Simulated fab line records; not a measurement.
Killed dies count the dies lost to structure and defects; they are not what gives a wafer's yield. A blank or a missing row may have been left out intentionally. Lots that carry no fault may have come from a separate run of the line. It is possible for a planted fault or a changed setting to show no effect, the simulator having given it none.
Problem report in the 8D (eight disciplines) form, filled by code | flow nand_harc | the parts of the form that need people (team, actions taken, sign-off) are left out

== 1. THE ISSUE ==
Mean of time_to_endpoint_s at NHARC_A_CONTACT_CMP_20: 32 s across 2 wafers in 2 lots; on wafers with no fault it is 59 s (standard deviation 3.4). That is -7.9 standard deviations from the usual mean.
The step: polishes, t overpolish 30 s, target thk 300 nm.
First observed at day 27 08:35: wafer L551.3, on cmp-03. At this step, 39 wafers from 13 lots have a number in the record. Rule for "out" (also "out of limits"): further than 4 standard deviations from the usual mean. Any other wafer with a number is counted as sound.

== 2. WHAT IT IS; WHAT IT IS NOT ==
question                    | is                 | is not
which readings at this step | time_to_endpoint_s | motor_current_A, overpolish_run_s
which lots                  | L551, L553         | L539, L540, L542, L543, L544, L554, L556, L557, L558, L559, L560
which wafers of those lots  | L551.3, L553.3     | L551.1, L551.6, L553.2, L553.6
read on which tools         | cmp-03             | cmp-02, cmp-04
when                        | from day 27 08:35  | up to then (17 sound wafers); but 20 sound wafers of L553, L554, L556, L557, L558, L559, L560 came after

== 3. THE SUSPECTS, EACH WITH WHAT RULES IT OUT ==
Counting: a tool at a process step up to the reading stays a suspect if it ran every lot that is out. Sound lots after the first of them don't rule it out here, since some wafers of a struck lot are sound.
- har_cap_etch-02 at NHARC_A_CONTACT_ETCH_137 (etches the open film in C4F8/O2/Ar, time 311 s, target depth 1912 nm): kept. Ran every lot that is out, first one L551 (day 27 05:02); last sound lot up to then L539 (day 22 03:37).
- har_cap_etch-02 at NHARC_A_CONTACT_ETCH_139 (etches the open film in C4F8/O2/Ar, time 195 s, target depth 840 nm): kept. Ran every lot that is out, first one L551 (day 27 05:46); last sound lot up to then L539 (day 22 04:10).
- cmp-03 at NHARC_A_CONTACT_CMP_20 (polishes, t overpolish 30 s, target thk 300 nm): kept. Ran every lot that is out, first one L551 (day 27 08:35); last sound lot up to then L542 (day 24 06:17). Its own readings are out on those wafers: time_to_endpoint_s.
- Within cmp-03 at NHARC_A_CONTACT_CMP_20: the wafers that are out ran in chambers 0, 3; their sound lot-mates ran in chamber 1.
har_cap_etch-02 at NHARC_A_CONTACT_ETCH_137, har_cap_etch-02 at NHARC_A_CONTACT_ETCH_139 and cmp-03 at NHARC_A_CONTACT_CMP_20 are what is left after counting.

== 4. THE CAUSE (what the simulator had put in) ==
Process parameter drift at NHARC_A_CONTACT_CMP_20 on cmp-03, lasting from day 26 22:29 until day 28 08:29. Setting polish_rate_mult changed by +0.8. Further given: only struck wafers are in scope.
3 suspects survive the count, and this tool is in that group.

== 5. THE CHAIN OF EFFECTS, in route order ==
Rows list readings where the struck wafers' mean (over those with a number) sits beyond 3 standard deviations from the usual. Scope: only readings with a usual standard deviation given in the record; hours: median across lots of the time from each lot's start at the first step in this table that gives one to its start at this step; sigmas: change in usual standard deviations.
hours | step                   | reading            | usual | on struck wafers | change | sigmas
0     | NHARC_A_CONTACT_CMP_20 | time_to_endpoint_s | 59 s  | 32               | -27    | -7.9
The process steps in it:
- NHARC_A_CONTACT_CMP_20: polishes, t overpolish 30 s, target thk 300 nm.
Later steps that measure or inspect, where all struck wafers having a row at the step show a number for every such reading and not one has moved that far: NHARC_END_SORT_01.

== 6. WHAT WOULD HAVE CAUGHT IT SOONER ==
In this record no reading fell out of limits until day 27 08:35, 10 hours after the fault had begun at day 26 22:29.
